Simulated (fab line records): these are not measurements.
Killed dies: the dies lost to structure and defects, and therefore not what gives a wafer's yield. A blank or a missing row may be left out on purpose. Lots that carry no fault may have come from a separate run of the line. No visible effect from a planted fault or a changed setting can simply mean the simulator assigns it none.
Which tool was responsible? :: flow n5 finfet :: 9 lots with 27 wafers sampled at 4 steps, on a route of 1938 steps

== WHAT EACH GAUGE READ, for each wafer ==
N5_STI_FIN_REVEAL_FIN_H_MEAS_10.
lot: L853
measured: day 3 02:05
on: ocd-02
trench depth nm (nm): 54.0 52.8 51.8

lot: L855
measured: day 3 14:02
on: ocd-02
trench depth nm (nm): 50.6 53.0 51.9

lot: L860
measured: day 4 19:38
on: ocd-02
trench depth nm (nm): 0.0 -0.8 -0.1

lot: L861
measured: day 5 00:58
on: ocd-01
trench depth nm (nm): -0.6 -1.4 -1.0

lot: L865
measured: day 6 04:24
on: ocd-02
trench depth nm (nm): 51.5 53.0 51.9

lot: L866
measured: day 6 08:11
on: ocd-02
trench depth nm (nm): 51.2 51.1 52.3

lot: L870
measured: day 7 06:44
on: ocd-01
trench depth nm (nm): 51.6 50.1 53.0

lot: L872
measured: day 7 19:16
on: ocd-01
trench depth nm (nm): 53.0 51.4 52.5

lot: L873
measured: day 8 01:48
on: ocd-01
trench depth nm (nm): 51.5 53.9 53.6

== EACH LOT AND THE TOOL THAT RAN IT (in order: tool; ch and the chambers of the sampled wafers; start) ==
lot: L853
N5_FIN_CUT_STRIP_22: rie diel-02 ch 0,2, day 2 17:02
N5_STI_FIN_REVEAL_ETCHBACK_08: rie diel-03 ch 0,1,2, day 2 22:52
N5_STI_FIN_REVEAL_RECESS_09: vapor etch-01 ch 0,1, day 2 23:07

lot: L855
N5_FIN_CUT_STRIP_22: rie diel-02 ch 0,1,3, day 3 04:49
N5_STI_FIN_REVEAL_ETCHBACK_08: rie diel-03 ch 0,1,2, day 3 11:06
N5_STI_FIN_REVEAL_RECESS_09: vapor etch-01 ch 0,1, day 3 11:21

lot: L860
N5_FIN_CUT_STRIP_22: rie diel-06 ch 0,1, day 4 10:31
N5_STI_FIN_REVEAL_ETCHBACK_08: rie diel-03 ch 0,1,2, day 4 16:21
N5_STI_FIN_REVEAL_RECESS_09: vapor etch-01 ch 0,1, day 4 16:56

lot: L861
N5_FIN_CUT_STRIP_22: rie diel-06 ch 0,2,3, day 4 15:15
N5_STI_FIN_REVEAL_ETCHBACK_08: rie diel-03 ch 0,1, day 4 22:01
N5_STI_FIN_REVEAL_RECESS_09: vapor etch-02 ch 0,1, day 4 22:16

lot: L865
N5_FIN_CUT_STRIP_22: rie diel-05 ch 1,2,3, day 5 18:50
N5_STI_FIN_REVEAL_ETCHBACK_08: rie diel-04 ch 0,1,3, day 6 01:26
N5_STI_FIN_REVEAL_RECESS_09: vapor etch-01 ch 0,1, day 6 01:41

lot: L866
N5_FIN_CUT_STRIP_22: rie diel-02 ch 0,2,3, day 5 23:11
N5_STI_FIN_REVEAL_ETCHBACK_08: rie diel-01 ch 2,3, day 6 05:10
N5_STI_FIN_REVEAL_RECESS_09: vapor etch-01 ch 0,1, day 6 05:57

lot: L870
N5_FIN_CUT_STRIP_22: rie diel-02 ch 0,2, day 6 21:47
N5_STI_FIN_REVEAL_ETCHBACK_08: rie diel-03 ch 0,1,3, day 7 03:46
N5_STI_FIN_REVEAL_RECESS_09: vapor etch-02 ch 0,1, day 7 04:01

lot: L872
N5_FIN_CUT_STRIP_22: rie diel-02 ch 0,1,2, day 7 09:56
N5_STI_FIN_REVEAL_ETCHBACK_08: rie diel-03 ch 2,3, day 7 16:17
N5_STI_FIN_REVEAL_RECESS_09: vapor etch-02 ch 0,1, day 7 16:32

lot: L873
N5_FIN_CUT_STRIP_22: rie diel-06 ch 0,1,3, day 7 16:39
N5_STI_FIN_REVEAL_ETCHBACK_08: rie diel-03 ch 1,3, day 7 22:41
N5_STI_FIN_REVEAL_RECESS_09: vapor etch-01 ch 0,1, day 7 22:56
- N5_FIN_CUT_STRIP_22: strips in N2/H2.
- N5_STI_FIN_REVEAL_ETCHBACK_08: etches SiO2 in C4F6/O2, target depth 30.5 nm, time 10.167 s.
- N5_STI_FIN_REVEAL_RECESS_09: chemistry HF/NH3, target SiO2, afs cycles 11, target depth 42.5 nm, sublimation time 60 s.

== THE ANSWER, worked out from the rows above alone ==
Rule: the usual values come from the lots themselves. The widest of any qualifying gaps counts: lots, ordered by their means at a reading, are off when they make up no more than a third of the lots, leave a main group of 4 or more, and stand apart from it by 3 or more times the standard deviation of that group's means. A main group is skipped when, at the precision printed for the reading in the tables above, its means are all equal. A lot without any number at a reading at which 4 lots or more have one is off too. All remaining lots with rows at the step are treated as sound.
Off at N5_STI_FIN_REVEAL_FIN_H_MEAS_10 (trench depth nm): L860, L861. For the main group the mean is 52.2 nm and the standard deviation 0.54.
A tool fits if, at a process step before that reading, it ran every lot that is off, and no sound lot after the first of them. Those tools and the gauges at N5_STI_FIN_REVEAL_FIN_H_MEAS_10 are tried in the same way. No candidate that was tried fits.

== WHAT WAS PUT IN BY THE SIMULATOR ==
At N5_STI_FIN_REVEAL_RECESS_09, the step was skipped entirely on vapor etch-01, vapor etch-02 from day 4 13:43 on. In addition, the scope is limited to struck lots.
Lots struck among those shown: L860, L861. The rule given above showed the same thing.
